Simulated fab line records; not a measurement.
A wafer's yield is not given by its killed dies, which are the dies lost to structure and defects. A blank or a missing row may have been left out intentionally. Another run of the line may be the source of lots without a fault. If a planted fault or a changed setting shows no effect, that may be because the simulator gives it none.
Problem report in the 8D (eight disciplines) form, filled by code -- flow n5Finfet -- the parts of the form that need people (team, actions taken, sign-off) are left out

== 1. THE ISSUE ==
rfFwdPowerW at N5_DUMMY_GATE_ETCH_31 reads a mean of 425.5 W on 6 wafers of 2 lots; wafers without a fault read 342.0 W with a standard deviation of 1.7. That puts it +49 standard deviations away from the usual mean.
The step: etches SiO2 in C4F6/O2, target depth 82.5 nm, time 27.5 s.
Seen first at day 3 22:05 on rieDiel-05, wafer L758.1. The record has a number at this step for 18 wafers belonging to 6 lots. Rule for "out", or "out of limits": more than 4 standard deviations from the usual mean. Any other wafer with a number is counted as sound.

== 2. WHAT IT IS, WHAT IT ISN'T ==
question,is,is not
which readings at this step,"rfFwdPowerW, rfVppV","drypumpMotorCurrentA, oesProductAu, showerheadPlenumPTorr, throttleValvePct"
which lots,"L758, L759","L756, L761, L775, L776"
which wafers of those lots,all that have a number,-
read on which tools,rieDiel-05,rieDiel-01
when,from day 3 22:05,"up to then (3 sound wafers); but 9 sound wafers of L761, L775, L776 came after"

== 3. THE SUSPECTS, EACH WITH WHAT RULES IT OUT ==
Counting: any tool at a process step up to the reading is kept as a suspect provided that every lot that is out went through it and no sound lot did after the first of them.
- rieSi-03 at N5_DUMMY_GATE_TRIM_49 (chemistry O2, time 29 s, target cd 14 nm): ruled out as a lasting fault. After its first lot that is out, L758 (day 3 21:54), sound lots L761 ran on it.
- rieDiel-05 at N5_DUMMY_GATE_ETCH_31 (etches SiO2 in C4F6/O2, target depth 82.5 nm, time 27.5 s): ruled out as a lasting fault. After its first lot that is out, L758 (day 3 22:05), sound lots L775 ran on it.
Left after counting: nothing in the record.

== 4. THE CAUSE (what the simulator had put in) ==
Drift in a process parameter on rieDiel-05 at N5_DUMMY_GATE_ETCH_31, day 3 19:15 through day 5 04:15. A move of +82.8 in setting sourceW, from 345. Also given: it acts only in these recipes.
Counting ruled it out, wrongly.

== 5. THE CHAIN OF EFFECTS, in route order ==
Each row: a reading where the mean over the struck wafers with a number is more than 3 standard deviations away from the usual. Readings are gone through only where the record gives a usual standard deviation; hours: the median, over the lots, of the time from a lot's start at the first step in this table giving one to that lot's start at this step; sigmas: the change measured in usual standard deviations.
hours,step,reading,usual,on struck wafers,change,sigmas
0,N5_DUMMY_GATE_ETCH_31,oes_f_703_au,0.75 a.u.,0.97,+0.22,+4.5
0,N5_DUMMY_GATE_ETCH_31,oes_o_777_au,0.75 a.u.,0.94,+0.19,+3.9
0,N5_DUMMY_GATE_ETCH_31,rfFwdPowerW,342.0 W,425.5,+83.5,+49
0,N5_DUMMY_GATE_ETCH_31,rfVppV,665 V,592,-73,-7.3
It contains these process steps:
- N5_DUMMY_GATE_ETCH_31: etches SiO2 in C4F6/O2, target depth 82.5 nm, time 27.5 s.
Later steps that measure or inspect, where all struck wafers having a row at the step show a number for every such reading and not one has moved that far: N5_BEOL_M4_RC_MEAS_101.

== 6. HOW IT WOULD HAVE BEEN CAUGHT EARLIER ==
The fault began at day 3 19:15; the first out-of-limits reading in this record came at day 3 22:05, 3 hours later.
